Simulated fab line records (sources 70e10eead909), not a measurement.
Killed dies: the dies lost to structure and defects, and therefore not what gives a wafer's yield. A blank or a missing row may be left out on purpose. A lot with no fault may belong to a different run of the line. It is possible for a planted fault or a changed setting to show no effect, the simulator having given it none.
Chamber matching | flow nandHarc | NHARC_P_M0_PRE_CLEAN_31 on pecvd-02 has 3 sister chambers
The step time 12 s. 3 wafers are shown with their chamber, then 12 later ones without.

WAFERS PAIRED WITH THEIR CHAMBERS
wafer  | chamber | heaterPowerW (W)
L084.5 | 1       | 638
L087.5 | 0       | 592
L087.6 | 2       | 717

WAFERS WITH NO CHAMBER GIVEN
wafer  | heaterPowerW (W)
L088.3 | 592
L088.5 | 696
L088.6 | 611
L092.1 | 634
L092.2 | 602
L092.4 | 605
L093.1 | 612
L093.3 | 545
L093.6 | 554
L094.2 | 644
L094.3 | 746
L094.4 | 642

THE CHAMBER EACH PASSED THROUGH
wafer  | from the rows above     | in truth
L088.3 | 0                       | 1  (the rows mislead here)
L088.5 | can't be placed: 2 or 1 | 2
L088.6 | can't be placed: 0 or 1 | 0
L092.1 | can't be placed: 1 or 0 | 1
L092.2 | can't be placed: 0 or 1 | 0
L092.4 | can't be placed: 0 or 1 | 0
L093.1 | can't be placed: 0 or 1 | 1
L093.3 | 0                       | 0
L093.6 | 0                       | 0
L094.2 | 1                       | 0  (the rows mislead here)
L094.3 | 2                       | 2
L094.4 | 1                       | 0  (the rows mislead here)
Placed correctly: 3 of 12. Cannot be placed on the basis of these rows: 6; the candidates contain the true chamber in 6. Number placed wrongly: 3.
How it was worked out, from the rows above alone: a wafer's distance from a chamber is the root of the sum, over the readings, of the square of ((its reading less the chamber's mean) divided by the reading's scatter). If the next closest chamber is less than 2 further off than the closest, the wafer can't be placed; otherwise it belongs to the closest. The mean given for a chamber averages the wafers shown for that chamber. The scatter (one wafer shown for each chamber): square how far every hidden wafer sits from the nearest shown wafer, average those squares and take the square root.
